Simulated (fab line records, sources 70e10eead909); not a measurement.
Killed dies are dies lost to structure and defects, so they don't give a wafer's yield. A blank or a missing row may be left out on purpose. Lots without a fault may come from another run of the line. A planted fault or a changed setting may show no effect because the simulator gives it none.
Which tool did it? | flow nand_harc | 11 lots, 33 wafers sampled, at 1 step of a route of 1302

WHAT THE GAUGES READ, wafer by wafer
NHARC_A_CONTACT_CD_MEAS_69: target cd 300 nm.
lot  | measured     | on        | cd_nm (nm)
L075 | day 22 07:16 | cd_sem-01 | 299.7 299.8 299.9
L079 | day 23 09:23 | cd_sem-03 | 300.2 300.0 300.6
L080 | day 24 16:57 | cd_sem-01 | 299.7 299.7 300.1
L081 | day 25 06:07 | cd_sem-02 | 300.3 300.2 300.3
L082 | day 25 13:26 | cd_sem-02 | 299.3 299.9 299.3
L086 | day 25 20:12 | cd_sem-03 | 299.6 299.8 299.8
L088 | day 28 08:55 | cd_sem-01 | 300.6 300.3 299.7
L093 | day 29 02:07 | cd_sem-03 | 299.8 300.8 300.0
L092 | day 29 20:07 | cd_sem-01 | 299.7 299.9 299.8
L095 | day 30 09:16 | cd_sem-03 | 299.3 300.0 299.5
L096 | day 32 20:55 | cd_sem-02 | 299.9 300.1 298.7

WHICH TOOL RAN EACH LOT (tool, then ch and the chambers of the sampled wafers, then the start)
The record holds no process step before these readings.

THE ANSWER, worked out from the rows above alone
Rule: what is usual is taken from the lots themselves. Put in order of their means at a reading, lots are off if they are a third of the lots or fewer, leave a main group of 4 or more, and stand apart from it by a gap of 3 or more times the standard deviation of the main group's means; of several such gaps the widest counts. A main group whose means are all the same, to the digits that the tables above print for the reading, isn't used. A lot without any number at a reading at which 4 lots or more have one is off too. The other lots that the step has rows for count as sound.
No lot is off at any reading shown: from this, nothing can be told.

WHAT THE SIMULATOR HAD PUT IN
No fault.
